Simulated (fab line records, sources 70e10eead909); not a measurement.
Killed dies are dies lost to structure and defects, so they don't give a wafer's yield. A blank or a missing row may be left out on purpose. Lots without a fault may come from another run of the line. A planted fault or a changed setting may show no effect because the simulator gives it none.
Chamber matching | flow nand_harc | NHARC_P_M1_DEP_33 on pecvd-01: 3 sister chambers
The step deposits SiCN, target thk 30 nm. 6 wafers are shown with their chamber, then 9 later ones without.

WAFERS WITH THEIR CHAMBER
wafer  | chamber | heater_power_w (W) | heater_power_outer_w (W)
L081.5 | 1       | 503                | 270
L082.2 | 1       | 435                | 223
L082.6 | 0       | 560                | 297
L085.1 | 2       | 680                | 358
L085.3 | 0       | 587                | 339
L085.6 | 2       | 661                | 347

WAFERS WITHOUT THEIR CHAMBER
wafer  | heater_power_w (W) | heater_power_outer_w (W)
L089.3 | 617                | 325
L089.5 | 485                | 255
L089.6 | 584                | 353
L088.3 | 470                | 245
L088.4 | 602                | 357
L088.6 | 651                | 334
L094.1 | 717                | 375
L094.3 | 515                | 274
L094.4 | 687                | 376

WHICH CHAMBER EACH WENT THROUGH
wafer  | from the rows above     | in truth
L089.3 | can't be placed: 0 or 2 | 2
L089.5 | 1                       | 1
L089.6 | can't be placed: 0 or 2 | 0
L088.3 | 1                       | 1
L088.4 | can't be placed: 0 or 2 | 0
L088.6 | can't be placed: 2 or 0 | 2
L094.1 | 2                       | 2
L094.3 | can't be placed: 1 or 0 | 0
L094.4 | 2                       | 2
Placed correctly: 4 of 9. Can't be placed from these rows: 5 (the true chamber is among the candidates in 5). Placed wrongly: 0.
How it was worked out, from the rows above alone: a wafer's distance from a chamber is the root of the sum, over the readings, of the square of ((its reading less the chamber's mean) divided by the reading's scatter). The wafer belongs to the nearest chamber; if the next one is less than 2 further off, it can't be placed. A chamber's mean is the mean of its shown wafers. The scatter: the root of (the sum of the squares of (reading less its chamber's mean) over the shown wafers, divided by (wafers less chambers)).
